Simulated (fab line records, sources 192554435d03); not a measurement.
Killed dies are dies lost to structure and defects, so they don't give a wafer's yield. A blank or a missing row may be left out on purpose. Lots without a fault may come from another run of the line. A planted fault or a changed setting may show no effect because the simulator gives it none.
fab line records | flow n5_finfet
record lots=24 wafers=72 last_day=18
route steps=1938 shown BEOL_M5@1148 BEOL_M6@1227
lots that met no fault: from a run of the same line without faults
start_h: hours from the record's first day to the start of the lot's first wafer shown | wait_h: hours since the lot's step before | " the same as in the row above | L1.1+2: a row that stands for several wafers | - no value, or no start given | * or withheld: withheld | < > ~ a bound
route shown NAME@n: a module of which the file shows steps, and the number in the route of the first | usual: mean/standard deviation of fault-free wafers | same: alike in all rows | chamber/n: place in a boat | sites: the reading at each site | _std_site: their standard deviation | _edge_site: outer sites' mean less inner sites' | radius_mm: how far each site lies from the wafer's centre | mask NAME#n: copy n | behind: the tool/chamber that last shaped the wafer | hold: why the lot was held/for how many hours/how that ended | device: the transistor (n, p or np) that didn't switch | end of line: the same wafers' tests at the end of the route | a step without rows: its recipe alone | killed: dies lost to structure and defects at the first sort, not the wafer's yield | map: a wafer's dies, x killed, . not, _ none there
set.NAME: the setting as run; set.NAME@STEP: as run at that earlier step | model.NAME: the simulator's own value behind a step, which no gauge read
steps of the route over a sample of lots; a table a step, a row a wafer
services: from which hour (start_h, from the record's first day; less than 0 if before it) a tool's chamber was out of use, for how many hours, and why
## steps
# step N5_BEOL_M5_CD_MEAS_28
# recipe target_cd_nm=30.6 landing_energy_ev=500 detector=se_inlens target_cd_y_nm=20 polarity=opening
# usual cd_nm=30.61/0.24
# columns lot.wafer tool chamber start_h wait_h cd_nm
L074.3 cd_sem-01 0 205.55 - 30.62
L074.4 " 0 " " 30.81
L074.5 " 0 " " 30.64
L076.1 cd_sem-03 0 211.04 - 30.27
L076.2 " 0 " " 30.28
L076.5 " 0 " " 30.65
L075.3 cd_sem-02 0 211.09 - 30.58
L075.4 " 0 " " 30.64
L075.6 " 0 " " 30.63
L079.1 cd_sem-03 0 216.32 - 30.89
L079.3 " 0 " " 30.62
L079.5 " 0 " " 30.74
L077.1 cd_sem-02 0 216.49 - 30.35
L077.3 " 0 " " 30.86
L077.6 " 0 " " 30.63
L081.1 cd_sem-01 0 220.27 - 30.65
L081.3 " 0 " " 30.47
L081.6 " 0 " " 30.71
L082.1 cd_sem-01 0 223.23 - 30.51
L082.4 " 0 " " 30.31
L082.5 " 0 " " 30.86
L080.1 cd_sem-02 0 223.67 - 29.99
L080.4 " 0 " " 30.90
L080.5 " 0 " " 30.29
L078.1 cd_sem-03 0 249.59 - 30.46
L078.4 " 0 " " 30.56
L078.5 " 0 " " 30.34
L083.3 cd_sem-02 0 252.28 - 30.70
L083.5 " 0 " " 30.76
L083.6 " 0 " " 30.53
L084.2 cd_sem-01 0 252.50 - 30.47
L084.5 " 0 " " 30.68
L084.6 " 0 " " 29.76
L085.2 cd_sem-02 0 257.76 - 30.37
L085.3 " 0 " " 30.33
L085.5 " 0 " " 30.65
L086.2 cd_sem-02 0 260.11 - 30.52
L086.3 " 0 " " 30.33
L086.6 " 0 " " 30.28
L087.3 cd_sem-01 0 281.79 - 30.79
L087.4 " 0 " " 30.75
L087.5 " 0 " " 30.65
L088.1 cd_sem-03 0 281.84 - 30.73
L088.2 " 0 " " 31.00
L088.3 " 0 " " 30.93
L089.1 cd_sem-02 0 284.04 - 30.37
L089.3 " 0 " " 30.87
L089.5 " 0 " " 30.48
L090.1 cd_sem-03 0 288.62 - 30.71
L090.2 " 0 " " 30.69
L090.6 " 0 " " 30.76
L091.1 cd_sem-01 0 303.72 - 30.31
L091.4 " 0 " " 30.60
L091.5 " 0 " " 30.65
L092.2 cd_sem-02 0 303.77 - 30.47
L092.4 " 0 " " 30.54
L092.6 " 0 " " 30.86
L093.2 cd_sem-03 0 309.12 - 30.81
L093.3 " 0 " " 31.02
L093.6 " 0 " " 30.77
L094.1 cd_sem-02 0 310.82 - 30.78
L094.2 " 0 " " 30.90
L094.4 " 0 " " 31.52
L095.4 cd_sem-01 0 312.38 - 30.54
L095.5 " 0 " " 30.26
L095.6 " 0 " " 30.69
L097.2 cd_sem-03 0 327.04 - 30.40
L097.3 " 0 " " 30.35
L097.6 " 0 " " 30.49
L096.1 cd_sem-01 0 328.25 - 30.67
L096.3 " 0 " " 30.67
L096.5 " 0 " " 30.51
# step N5_BEOL_M5_CURE_80
# recipe temp_c=370 time_s=120 ambient=DMADMS/He material=SiCOH_lowk
# usual lamp_power_pct=52.31/0.058 wafer_temp_C_max=371.7/0.5
# columns lot.wafer tool chamber start_h wait_h lamp_power_pct wafer_temp_C_max
L074.3 uv_cure-01 0 206.39 0.1 52.36 371.6
L074.4 " 0 " " 52.29 371.4
L074.5 " 0 " " 52.43 371.1
L076.1 uv_cure-03 0 211.77 0.0 52.26 371.5
L076.2 " 0 " " 52.31 372.4
L076.5 " 0 " " 52.34 371.3
L075.3 uv_cure-02 1 212.02 0.2 52.38 371.2
L075.4 " 1 " " 52.29 371.7
L075.6 " 1 " " 52.35 371.6
L079.1 uv_cure-02 0 217.05 0.0 52.30 372.2
L079.3 " 0 " " 52.23 372.0
L079.5 " 0 " " 52.36 373.4
L077.1 uv_cure-01 0 217.23 0.0 52.38 372.5
L077.3 " 0 " " 52.14 372.3
L077.6 " 0 " " 52.28 371.7
L081.1 uv_cure-02 1 221.01 0.0 52.35 371.2
L081.3 " 1 " " 52.31 371.7
L081.6 " 1 " " 52.28 371.8
L082.1 uv_cure-03 0 223.97 0.0 52.36 371.1
L082.4 " 0 " " 52.30 372.1
L082.5 " 0 " " 52.31 371.3
L080.1 uv_cure-03 2 224.57 0.2 52.30 371.8
L080.4 " 2 " " 52.41 372.4
L080.5 " 2 " " 52.34 372.3
L078.1 uv_cure-01 1 250.47 0.2 52.26 370.4
L078.4 " 1 " " 52.25 371.0
L078.5 " 1 " " 52.37 370.8
L083.3 uv_cure-01 2 253.55 0.6 52.41 371.9
L083.5 " 2 " " 52.23 372.1
L083.6 " 2 " " 52.29 371.6
L084.2 uv_cure-01 1 253.80 0.5 52.26 370.9
L084.5 " 1 " " 52.35 371.0
L084.6 " 1 " " 52.31 370.9
L085.2 uv_cure-01 0 258.69 0.2 52.34 372.4
L085.3 " 0 " " 52.37 372.1
L085.5 " 0 " " 52.30 372.4
L086.2 uv_cure-03 1 260.99 0.2 52.40 372.0
L086.3 " 1 " " 52.19 372.2
L086.6 " 1 " " 52.33 372.3
L087.3 uv_cure-01 2 283.00 0.3 52.36 371.8
L087.4 " 2 " " 52.22 371.6
L087.5 " 2 " " 52.27 371.6
L088.1 uv_cure-02 1 283.12 0.4 52.33 372.4
L088.2 " 1 " " 52.24 371.5
L088.3 " 1 " " 52.33 372.1
L089.1 uv_cure-01 0 284.80 0.0 52.22 371.7
L089.3 " 0 " " 52.35 372.2
L089.5 " 0 " " 52.38 371.7
L090.1 uv_cure-03 0 289.45 0.0 52.31 371.5
L090.2 " 0 " " 52.31 371.5
L090.6 " 0 " " 52.35 371.9
L091.1 uv_cure-01 1 304.46 0.0 52.26 371.5
L091.4 " 1 " " 52.35 371.1
L091.5 " 1 " " 52.30 371.1
L092.2 uv_cure-02 2 304.71 0.2 52.37 371.3
L092.4 " 2 " " 52.41 371.3
L092.6 " 2 " " 52.23 371.3
L093.2 uv_cure-03 2 309.93 0.1 52.39 372.2
L093.3 " 2 " " 52.32 372.0
L093.6 " 2 " " 52.34 371.8
L094.1 uv_cure-03 0 311.66 0.1 52.40 371.3
L094.2 " 0 " " 52.43 371.5
L094.4 " 0 " " 52.33 371.3
L095.4 uv_cure-02 0 313.26 0.2 52.23 372.1
L095.5 " 0 " " 52.30 372.0
L095.6 " 0 " " 52.32 372.1
L097.2 uv_cure-02 2 329.18 0.6 52.23 371.7
L097.3 " 2 " " 52.30 371.5
L097.6 " 2 " " 52.36 371.6
L096.1 uv_cure-03 0 329.66 0.4 52.28 372.5
L096.3 " 0 " " 52.22 371.2
L096.5 " 0 " " 52.27 371.2
# step N5_BEOL_M6_CD_MEAS_28
# recipe target_cd_nm=40 landing_energy_ev=500 detector=se_inlens
# usual cd_nm=40.14/0.23
# columns lot.wafer tool chamber start_h wait_h cd_nm
L074.3 cd_sem-03 0 220.27 - 40.00
L074.4 " 0 " " 40.27
L074.5 " 0 " " 39.79
L076.1 cd_sem-03 0 223.23 - 40.21
L076.2 " 0 " " 40.28
L076.5 " 0 " " 40.20
L075.3 cd_sem-02 0 223.79 - 40.39
L075.4 " 0 " " 40.73
L075.6 " 0 " " 40.45
L079.1 cd_sem-01 0 229.10 - 40.04
L079.3 " 0 " " 39.70
L079.5 " 0 " " 40.13
L081.1 cd_sem-03 0 231.77 - 40.07
L081.3 " 0 " " 40.26
L081.6 " 0 " " 40.29
L077.1 cd_sem-01 0 232.14 - 39.80
L077.3 " 0 " " 40.15
L077.6 " 0 " " 39.96
L082.1 cd_sem-01 0 235.40 - 40.28
L082.4 " 0 " " 40.25
L082.5 " 0 " " 40.25
L080.1 cd_sem-03 0 238.62 - 40.53
L080.4 " 0 " " 40.22
L080.5 " 0 " " 39.90
L078.1 cd_sem-03 0 263.77 - 39.55
L078.4 " 0 " " 40.05
L078.5 " 0 " " 40.14
L083.3 cd_sem-02 0 266.74 - 40.46
L083.5 " 0 " " 39.60
L083.6 " 0 " " 39.81
L084.2 cd_sem-03 0 266.79 - 40.17
L084.5 " 0 " " 40.28
L084.6 " 0 " " 40.60
L085.2 cd_sem-03 0 270.13 - 39.94
L085.3 " 0 " " 39.74
L085.5 " 0 " " 39.83
L086.2 cd_sem-03 0 274.34 - 39.96
L086.3 " 0 " " 39.93
L086.6 " 0 " " 40.40
L089.1 cd_sem-01 0 298.67 - 40.07
L089.3 " 0 " " 39.83
L089.5 " 0 " " 40.27
L087.3 cd_sem-03 0 298.72 - 39.94
L087.4 " 0 " " 40.01
L087.5 " 0 " " 40.13
L088.1 cd_sem-01 0 298.76 - 40.21
L088.2 " 0 " " 40.12
L088.3 " 0 " " 40.38
L090.1 cd_sem-02 0 301.28 - 40.02
L090.2 " 0 " " 40.23
L090.6 " 0 " " 40.25
L091.1 cd_sem-03 0 315.22 - 40.52
L091.4 " 0 " " 40.32
L091.5 " 0 " " 40.29
L092.2 cd_sem-02 0 317.93 - 40.31
L092.4 " 0 " " 40.22
L092.6 " 0 " " 40.02
L093.2 cd_sem-03 0 322.26 - 40.33
L093.3 " 0 " " 39.99
L093.6 " 0 " " 40.07
L094.1 cd_sem-03 0 322.43 - 40.30
L094.2 " 0 " " 40.20
L094.4 " 0 " " 40.36
L095.4 cd_sem-03 0 325.35 - 40.10
L095.5 " 0 " " 40.26
L095.6 " 0 " " 40.25
L097.2 cd_sem-02 0 342.18 - 40.27
L097.3 " 0 " " 40.05
L097.6 " 0 " " 40.11
L096.1 cd_sem-01 0 342.35 - 39.67
L096.3 " 0 " " 40.11
L096.5 " 0 " " 40.08
# step N5_BEOL_M6_INSPECT_30
# recipe mode=adi inspect_instrument=brightfield
# usual raw_defect_count=407/90
# columns lot.wafer tool chamber start_h wait_h raw_defect_count
L074.3 defect_inspect-01 - 220.36 0.0 440
L074.4 " - " " 433
L074.5 " - " " 471
L076.1 defect_inspect-01 - 223.31 0.1 473
L076.2 " - " " 503
L076.5 " - " " 415
L075.3 defect_inspect-02 - 223.88 0.0 437
L075.4 " - " " 310
L075.6 " - " " 345
L079.1 defect_inspect-02 - 229.18 0.1 436
L079.3 " - " " 296
L079.5 " - " " 281
L081.1 defect_inspect-01 - 231.86 0.1 362
L081.3 " - " " 361
L081.6 " - " " 355
L077.1 defect_inspect-02 - 232.23 0.1 436
L077.3 " - " " 501
L077.6 " - " " 459
L082.1 defect_inspect-01 - 235.49 0.1 290
L082.4 " - " " 275
L082.5 " - " " 380
L080.1 defect_inspect-02 - 238.71 0.1 375
L080.4 " - " " 386
L080.5 " - " " 484
L078.1 defect_inspect-02 - 263.86 0.1 452
L078.4 " - " " 343
L078.5 " - " " 424
L083.3 defect_inspect-02 - 266.83 0.0 267
L083.5 " - " " 239
L083.6 " - " " 271
L084.2 defect_inspect-02 - 266.87 0.0 464
L084.5 " - " " 556
L084.6 " - " " 576
L085.2 defect_inspect-01 - 270.21 0.0 469
L085.3 " - " " 413
L085.5 " - " " 477
L086.2 defect_inspect-02 - 274.43 0.0 548
L086.3 " - " " 431
L086.6 " - " " 389
L089.1 defect_inspect-02 - 298.76 0.1 378
L089.3 " - " " 388
L089.5 " - " " 309
L087.3 defect_inspect-01 - 298.81 0.0 367
L087.4 " - " " 474
L087.5 " - " " 444
L088.1 defect_inspect-02 - 298.85 0.1 225
L088.2 " - " " 214
L088.3 " - " " 249
L090.1 defect_inspect-01 - 301.37 0.1 426
L090.2 " - " " 402
L090.6 " - " " 416
L091.1 defect_inspect-01 - 315.31 0.1 471
L091.4 " - " " 473
L091.5 " - " " 412
L092.2 defect_inspect-02 - 318.02 0.0 438
L092.4 " - " " 455
L092.6 " - " " 435
L093.2 defect_inspect-02 - 322.35 0.0 422
L093.3 " - " " 474
L093.6 " - " " 302
L094.1 defect_inspect-02 - 322.52 0.1 474
L094.2 " - " " 463
L094.4 " - " " 579
L095.4 defect_inspect-02 - 325.44 0.0 331
L095.5 " - " " 414
L095.6 " - " " 264
L097.2 defect_inspect-02 - 342.27 0.0 615
L097.3 " - " " 479
L097.6 " - " " 455
L096.1 defect_inspect-02 - 342.44 0.1 377
L096.3 " - " " 369
L096.5 " - " " 449
# step N5_BEOL_M6_ETCH_65
# recipe chemistry=CF4 target=SiARC target_depth_a=156 mask_material=CAR-EUV time_s=26 ion_energy_ev=80 pressure_mtorr=40 source_w=545 bias_w=36 Ar_flow_sccm=100 cf4_flow_sccm=100 ends=cleared
# usual drypump_motor_current_A=5.7/0.48 etch_rf_on_time_s=25.8/0.65 mfc_ar_sccm=100.00/0.29 oes_product_au=0.70/0.073 rf_vpp_V=183.5/0.87 showerhead_plenum_p_Torr=2.10/0.041 throttle_valve_pct=15.56/0.25
# columns lot.wafer tool chamber start_h wait_h drypump_motor_current_A etch_rf_on_time_s mfc_ar_sccm oes_product_au rf_hours_counter_h rf_vpp_V showerhead_plenum_p_Torr throttle_valve_pct
L074.3 rie_diel-01 2 220.44 0.0 5.8 27.2 100.07 0.73 40 184.1 2.10 15.56
L074.4 " 3 " " 6.1 25.6 100.21 0.71 89 181.4 2.07 15.18
L074.5 " 3 " " 6.1 25.7 100.54 0.70 - 183.1 2.07 15.18
L076.1 rie_diel-06 2 223.40 0.0 4.9 25.2 100.32 0.77 54 184.2 2.16 15.66
L076.2 " 0 " " 5.8 26.0 100.21 0.66 130 183.1 2.07 15.38
L076.5 " 0 " " 5.7 25.6 100.20 0.67 - 182.3 2.07 15.37
L075.3 rie_diel-01 1 224.08 0.0 6.3 25.7 99.93 0.80 12 184.2 2.09 15.33
L075.4 " 2 " " 5.8 26.8 100.31 0.73 42 183.9 2.10 15.58
L075.6 " 2 " " 5.8 26.6 99.80 0.73 - 184.3 2.10 15.57
L079.1 rie_diel-01 1 229.29 0.0 6.3 25.5 100.31 0.80 14 182.2 2.09 15.31
L079.3 " 3 " " 6.1 25.3 100.28 0.71 91 182.6 2.07 15.19
L079.5 " 3 " " 6.1 25.5 100.18 0.69 - 184.4 2.07 15.19
L081.1 rie_diel-01 3 231.94 0.0 6.1 25.7 99.73 0.70 92 184.3 2.07 15.19
L081.3 " 0 " " 4.8 25.6 99.62 0.59 248 183.1 2.13 16.15
L081.6 " 2 " " 5.8 26.8 100.10 0.73 - 184.0 2.09 15.58
L077.1 rie_diel-01 1 232.34 0.0 6.3 26.0 100.04 0.79 15 182.6 2.09 15.33
L077.3 " 0 " " 4.8 25.4 100.34 0.59 248 184.4 2.13 16.14
L077.6 " 3 " " 6.1 25.6 99.75 0.70 - 182.5 2.07 15.21
L082.1 rie_diel-06 3 235.57 0.0 6.0 26.3 100.07 0.56 247 183.8 2.11 15.99
L082.4 " 2 " " 4.9 25.4 100.20 0.75 58 184.4 2.16 15.66
L082.5 " 0 " " 5.8 25.4 99.89 0.67 - 182.4 2.07 15.38
L080.1 rie_diel-06 1 239.37 0.0 5.8 24.8 99.76 0.59 233 185.0 2.12 15.90
L080.4 " 2 " " 4.9 25.3 99.89 0.75 60 183.4 2.16 15.66
L080.5 " 1 " " 5.8 24.9 99.57 0.59 - 184.5 2.12 15.89
L078.1 rie_diel-01 1 263.95 0.0 6.3 25.5 100.38 0.76 29 183.7 2.09 15.35
L078.4 " 0 " " 4.9 24.9 100.01 0.83 3 182.9 2.12 15.69
L078.5 " 0 " " 4.8 24.8 99.98 0.83 - 184.0 2.12 15.68
L083.3 rie_diel-01 3 266.91 0.0 6.1 25.7 100.08 0.68 106 184.3 2.07 15.20
L083.5 " 1 " " 6.3 26.0 99.99 0.76 - 183.4 2.09 15.35
L083.6 " 0 " " 4.8 24.8 99.84 0.83 - 183.4 2.12 15.69
L084.2 rie_diel-06 1 267.18 0.0 5.8 25.1 99.57 0.58 244 183.0 2.11 15.90
L084.5 " 2 " " 4.9 25.2 99.46 0.75 - 185.6 2.15 15.68
L084.6 " 1 " " 5.7 24.9 99.54 0.59 - 184.1 2.11 15.91
L085.2 rie_diel-06 3 270.33 0.0 6.0 25.8 100.36 0.82 4 184.1 2.11 15.50
L085.3 " 2 " " 4.9 25.4 100.32 0.75 74 184.5 2.15 15.68
L085.5 " 0 " " 5.8 25.9 99.66 0.65 - 182.1 2.06 15.40
L086.2 rie_diel-01 1 274.55 0.0 6.4 26.0 100.02 0.76 32 183.0 2.09 15.36
L086.3 " 2 " " 5.8 27.3 99.79 0.70 62 182.4 2.09 15.60
L086.6 " 2 " " 5.8 27.0 99.41 0.70 - 184.0 2.09 15.63
L089.1 rie_diel-03 3 298.84 0.0 5.8 25.8 99.75 0.64 137 184.3 2.14 15.77
L089.3 " 0 " " 5.2 25.7 100.22 0.59 226 182.6 2.03 15.64
L089.5 " 0 " " 5.2 25.9 100.27 0.59 - 183.8 2.03 15.64
L087.3 rie_diel-01 2 298.90 0.0 5.8 27.2 100.04 0.70 70 182.6 2.09 15.66
L087.4 " 1 " " 6.3 25.9 99.96 0.74 40 182.1 2.08 15.37
L087.5 " 3 " " 6.0 25.4 100.03 0.67 - 182.0 2.06 15.25
L088.1 rie_diel-03 1 299.24 0.0 5.8 25.8 99.42 0.74 55 184.9 2.17 15.16
L088.2 " 3 " " 5.8 26.2 99.78 0.64 137 183.6 2.14 15.73
L088.3 " 0 " " 5.2 25.8 100.02 0.59 227 183.7 2.03 15.64
L090.1 rie_diel-01 3 301.45 0.0 6.1 25.4 100.01 0.68 118 182.0 2.06 15.24
L090.2 " 2 " " 5.8 27.1 100.13 0.69 71 182.0 2.09 15.65
L090.6 " 2 " " 5.8 27.3 100.39 0.69 - 183.4 2.09 15.62
L091.1 rie_diel-06 1 315.39 0.0 5.8 25.4 99.79 0.80 8 184.4 2.11 15.48
L091.4 " 0 " " 5.7 26.0 99.89 0.64 167 184.2 2.05 15.45
L091.5 " 0 " " 5.8 26.0 99.98 0.63 - 182.5 2.05 15.47
L092.2 rie_diel-06 0 318.15 0.0 5.8 25.7 100.38 0.64 168 182.8 2.05 15.47
L092.4 " 3 " " 6.0 25.4 100.49 0.78 23 183.2 2.10 15.55
L092.6 " 2 " " 4.9 25.3 99.43 0.72 - 184.7 2.14 15.73
L093.2 rie_diel-03 0 322.46 0.0 5.2 26.1 99.85 0.58 237 182.9 2.03 15.67
L093.3 " 2 " " 5.8 26.7 99.75 0.75 31 183.6 2.27 15.54
L093.6 " 0 " " 5.2 25.9 100.10 0.58 - 182.8 2.03 15.66
L094.1 rie_diel-06 3 323.02 0.0 6.0 25.7 99.54 0.77 25 183.3 2.10 15.54
L094.2 " 1 " " 5.8 25.3 99.92 0.79 11 182.6 2.11 15.44
L094.4 " 0 " " 5.8 26.0 100.48 0.63 170 183.5 2.05 15.46
L095.4 rie_diel-06 2 325.52 0.0 4.9 25.4 99.74 0.72 97 184.4 2.14 15.72
L095.5 " 3 " " 6.0 25.1 100.11 0.77 - 184.0 2.10 15.56
L095.6 " 0 " " 5.7 25.5 100.39 0.64 - 180.9 2.05 15.43
L097.2 rie_diel-01 0 342.36 0.0 4.8 24.9 100.36 0.76 29 184.2 2.11 15.73
L097.3 " 1 " " 6.3 26.3 99.84 0.73 56 183.4 2.08 15.39
L097.6 " 0 " " 4.9 25.1 100.26 0.76 - 182.2 2.12 15.75
L096.1 rie_diel-01 0 342.88 0.0 4.8 24.8 99.70 0.76 29 183.1 2.12 15.73
L096.3 " 2 " " 5.8 27.3 99.50 0.68 86 182.8 2.08 15.67
L096.5 " 2 " " 5.8 27.2 99.74 0.68 - 184.1 2.08 15.68
# step N5_BEOL_M6_ETCH_66
# recipe chemistry=N2/H2 target=SOC target_depth_a=800 overetch_a=160 mask_material=SiARC temp_c=40 time_s=120 ion_energy_ev=200 pressure_mtorr=30 source_w=840 bias_w=150 n2_flow_sccm=200 h2_flow_sccm=200
# usual drypump_motor_current_A=5.7/0.48 oes_product_au=0.62/0.065 rf_vpp_V=522.6/1.6 showerhead_plenum_p_Torr=2.49/0.056 temp_c=40.00/0.1 throttle_valve_pct=17.73/0.27
# columns lot.wafer tool chamber start_h wait_h drypump_motor_current_A oes_product_au rf_hours_counter_h rf_vpp_V showerhead_plenum_p_Torr temp_c throttle_valve_pct
L074.3 rie_diel-01 2 220.47 0.0 5.8 0.66 41 522.9 2.47 40.03 17.68
L074.4 " 3 " " 6.1 0.63 89 521.1 2.46 40.15 17.42
L074.5 " 3 " " 6.1 0.62 - 521.3 2.46 40.18 17.43
L076.1 rie_diel-06 2 223.43 0.0 4.9 0.67 54 524.7 2.59 39.99 18.03
L076.2 " 0 " " 5.8 0.59 130 519.5 2.43 39.90 17.46
L076.5 " 0 " " 5.8 0.59 - 520.3 2.43 39.99 17.45
L075.3 rie_diel-01 1 224.11 0.0 6.4 0.71 12 523.3 2.47 39.99 17.43
L075.4 " 2 " " 5.8 0.66 42 523.8 2.47 40.02 17.71
L075.6 " 2 " " 5.8 0.67 - 521.5 2.47 40.13 17.69
L079.1 rie_diel-01 1 229.32 0.0 6.3 0.71 14 521.7 2.47 40.00 17.43
L079.3 " 3 " " 6.1 0.62 91 519.6 2.46 40.09 17.42
L079.5 " 3 " " 6.1 0.62 - 522.5 2.46 40.07 17.41
L081.1 rie_diel-01 3 231.97 0.0 6.1 0.63 92 522.2 2.46 39.98 17.43
L081.3 " 0 " " 4.8 0.52 248 523.8 2.50 40.06 18.23
L081.6 " 2 " " 5.8 0.66 - 523.4 2.46 40.06 17.71
L077.1 rie_diel-01 1 232.37 0.0 6.3 0.71 15 522.6 2.47 39.99 17.43
L077.3 " 0 " " 4.8 0.52 248 522.7 2.50 40.19 18.21
L077.6 " 3 " " 6.1 0.62 - 521.7 2.46 40.05 17.43
L082.1 rie_diel-06 3 235.60 0.0 6.0 0.50 247 524.1 2.50 40.04 18.19
L082.4 " 2 " " 4.9 0.66 58 525.9 2.58 40.01 18.04
L082.5 " 0 " " 5.8 0.59 - 521.2 2.43 40.00 17.45
L080.1 rie_diel-06 1 239.40 0.0 5.7 0.51 233 523.3 2.49 40.11 17.93
L080.4 " 2 " " 4.9 0.67 60 524.5 2.58 39.89 18.03
L080.5 " 1 " " 5.7 0.52 - 521.5 2.49 39.94 17.94
L078.1 rie_diel-01 1 263.98 0.0 6.3 0.68 29 522.9 2.46 40.14 17.46
L078.4 " 0 " " 4.8 0.73 3 523.6 2.50 39.91 17.86
L078.5 " 0 " " 4.8 0.72 - 523.0 2.50 39.98 17.85
L083.3 rie_diel-01 3 266.94 0.0 6.1 0.61 106 521.2 2.45 40.02 17.45
L083.5 " 1 " " 6.4 0.68 - 521.9 2.46 39.91 17.45
L083.6 " 0 " " 4.9 0.72 - 521.4 2.50 39.98 17.87
L084.2 rie_diel-06 1 267.21 0.0 5.8 0.51 244 523.7 2.48 40.12 17.95
L084.5 " 2 " " 4.9 0.65 - 525.2 2.58 39.90 18.07
L084.6 " 1 " " 5.8 0.52 - 523.0 2.48 40.06 17.96
L085.2 rie_diel-06 3 270.36 0.0 6.0 0.72 4 521.8 2.50 39.96 17.72
L085.3 " 2 " " 4.9 0.65 74 525.0 2.58 39.86 18.06
L085.5 " 0 " " 5.7 0.58 - 520.9 2.43 39.96 17.49
L086.2 rie_diel-01 1 274.58 0.0 6.3 0.68 32 522.3 2.46 39.97 17.47
L086.3 " 2 " " 5.8 0.64 62 521.4 2.46 39.91 17.74
L086.6 " 2 " " 5.8 0.65 - 523.1 2.46 39.84 17.73
L089.1 rie_diel-03 3 298.87 0.0 5.8 0.58 137 523.0 2.56 39.97 18.10
L089.3 " 0 " " 5.2 0.53 226 520.1 2.42 40.08 18.00
L089.5 " 0 " " 5.2 0.53 - 519.0 2.42 40.07 18.00
L087.3 rie_diel-01 2 298.93 0.0 5.7 0.64 70 521.4 2.45 39.85 17.75
L087.4 " 1 " " 6.3 0.66 40 521.8 2.46 39.98 17.47
L087.5 " 3 " " 6.1 0.60 - 521.3 2.45 39.99 17.47
L088.1 rie_diel-03 1 299.27 0.0 5.9 0.65 55 524.5 2.58 40.09 17.32
L088.2 " 3 " " 5.8 0.57 137 524.9 2.56 40.07 18.11
L088.3 " 0 " " 5.2 0.53 227 521.6 2.42 40.21 18.01
L090.1 rie_diel-01 3 301.48 0.0 6.1 0.60 118 521.9 2.45 39.96 17.47
L090.2 " 2 " " 5.8 0.64 72 522.2 2.45 39.79 17.75
L090.6 " 2 " " 5.8 0.63 - 521.7 2.45 39.75 17.74
L091.1 rie_diel-06 1 315.42 0.0 5.7 0.71 8 524.0 2.48 40.02 17.55
L091.4 " 0 " " 5.8 0.56 167 520.9 2.42 40.03 17.53
L091.5 " 0 " " 5.8 0.57 - 522.2 2.42 39.95 17.52
L092.2 rie_diel-06 0 318.18 0.0 5.8 0.57 168 521.7 2.42 39.95 17.52
L092.4 " 3 " " 6.0 0.69 23 522.1 2.49 39.85 17.76
L092.6 " 2 " " 4.9 0.64 - 525.0 2.57 39.93 18.10
L093.2 rie_diel-03 0 322.49 0.0 5.2 0.52 237 521.9 2.42 39.88 18.03
L093.3 " 2 " " 5.8 0.68 31 528.2 2.71 39.87 17.76
L093.6 " 0 " " 5.2 0.52 - 518.9 2.42 39.94 18.04
L094.1 rie_diel-06 3 323.05 0.0 6.0 0.68 25 522.1 2.49 40.05 17.75
L094.2 " 1 " " 5.8 0.70 11 522.8 2.48 40.16 17.57
L094.4 " 0 " " 5.8 0.56 170 519.5 2.42 40.17 17.53
L095.4 rie_diel-06 2 325.55 0.0 4.9 0.63 97 524.7 2.57 39.73 18.11
L095.5 " 3 " " 6.0 0.68 - 522.0 2.49 39.90 17.77
L095.6 " 0 " " 5.8 0.56 - 520.8 2.42 39.99 17.53
L097.2 rie_diel-01 0 342.39 0.0 4.8 0.67 29 521.2 2.49 39.97 17.90
L097.3 " 1 " " 6.3 0.65 56 521.8 2.45 40.19 17.49
L097.6 " 0 " " 4.8 0.67 - 521.7 2.49 39.84 17.89
L096.1 rie_diel-01 0 342.91 0.0 4.8 0.67 29 522.0 2.49 40.17 17.90
L096.3 " 2 " " 5.8 0.63 86 521.3 2.45 39.95 17.78
L096.5 " 2 " " 5.8 0.62 - 522.8 2.45 39.99 17.78
## services
# columns tool chamber start_h hours kind
uv_cure-02 - 190.79 0.6 repair
uv_cure-02 - 195.47 8.4 repair
rie_diel-03 2 201.74 28.7 repair
uv_cure-03 - 209.58 1.0 pm
rie_diel-06 1 214.36 13.2 repair
rie_diel-03 - 219.88 28.1 pm
uv_cure-02 - 237.16 28.1 pm
rie_diel-01 0 238.87 - clean
rie_diel-01 0 238.87 - consumable_replace:focus_ring
rie_diel-01 0 238.87 17.9 scheduled_down
rie_diel-01 0 238.87 17.9 vent_cycle
rie_diel-06 3 242.28 - clean
rie_diel-06 3 242.28 - consumable_replace:focus_ring
rie_diel-06 3 242.28 19.6 scheduled_down
rie_diel-06 3 242.28 19.6 vent_cycle
rie_diel-06 1 282.21 - clean
rie_diel-06 1 282.21 - consumable_replace:focus_ring
rie_diel-06 1 282.21 13.8 scheduled_down
rie_diel-01 2 306.55 1.8 repair
uv_cure-02 - 316.90 6.8 repair
rie_diel-01 - 317.64 2.8 pm
uv_cure-01 - 324.70 12.8 repair
uv_cure-03 - 325.06 2.2 repair
uv_cure-02 - 332.43 1.0 pm
## key
fault none
